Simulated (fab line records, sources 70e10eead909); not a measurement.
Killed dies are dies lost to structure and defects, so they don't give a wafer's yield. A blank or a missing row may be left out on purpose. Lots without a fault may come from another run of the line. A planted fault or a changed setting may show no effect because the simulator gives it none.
Which tool did it? | flow nand_harc | 12 lots, 36 wafers sampled, at 1 step of a route of 1302

WHAT THE GAUGES READ, wafer by wafer
NHARC_P_ZERO_WELL_CD_MEAS_11: target cd 500 nm.
lot  | measured     | on        | cd_nm (nm)
L075 | day 2 07:16  | cd_sem-01 | 497.4 497.0 495.3
L077 | day 3 03:18  | cd_sem-03 | 497.4 498.0 498.3
L079 | day 3 23:16  | cd_sem-01 | 498.8 498.1 498.6
L081 | day 4 19:19  | cd_sem-03 | 499.8 498.1 497.5
L083 | day 5 15:14  | cd_sem-01 | 500.3 500.1 498.4
L085 | day 6 11:16  | cd_sem-01 | 496.4 501.2 497.4
L087 | day 7 07:14  | cd_sem-03 | 497.0 500.3 501.4
L089 | day 8 03:16  | cd_sem-02 | 498.6 498.6 500.5
L091 | day 8 23:07  | cd_sem-02 | 500.3 500.5 501.1
L093 | day 9 19:15  | cd_sem-03 | 498.1 497.9 499.4
L095 | day 10 15:07 | cd_sem-01 | 497.3 494.7 498.9
L097 | day 11 11:15 | cd_sem-03 | 498.1 499.4 498.7

WHICH TOOL RAN EACH LOT (tool, then ch and the chambers of the sampled wafers, then the start)
The record holds no process step before these readings.

THE ANSWER, worked out from the rows above alone
Rule: what is usual is taken from the lots themselves. Put in order of their means at a reading, lots are off if they are a third of the lots or fewer, leave a main group of 4 or more, and stand apart from it by a gap of 3 or more times the standard deviation of the main group's means; of several such gaps the widest counts. A main group whose means are all the same, to the digits that the tables above print for the reading, isn't used. A lot without any number at a reading at which 4 lots or more have one is off too. The other lots that the step has rows for count as sound.
No lot is off at any reading shown: from this, nothing can be told.

WHAT THE SIMULATOR HAD PUT IN
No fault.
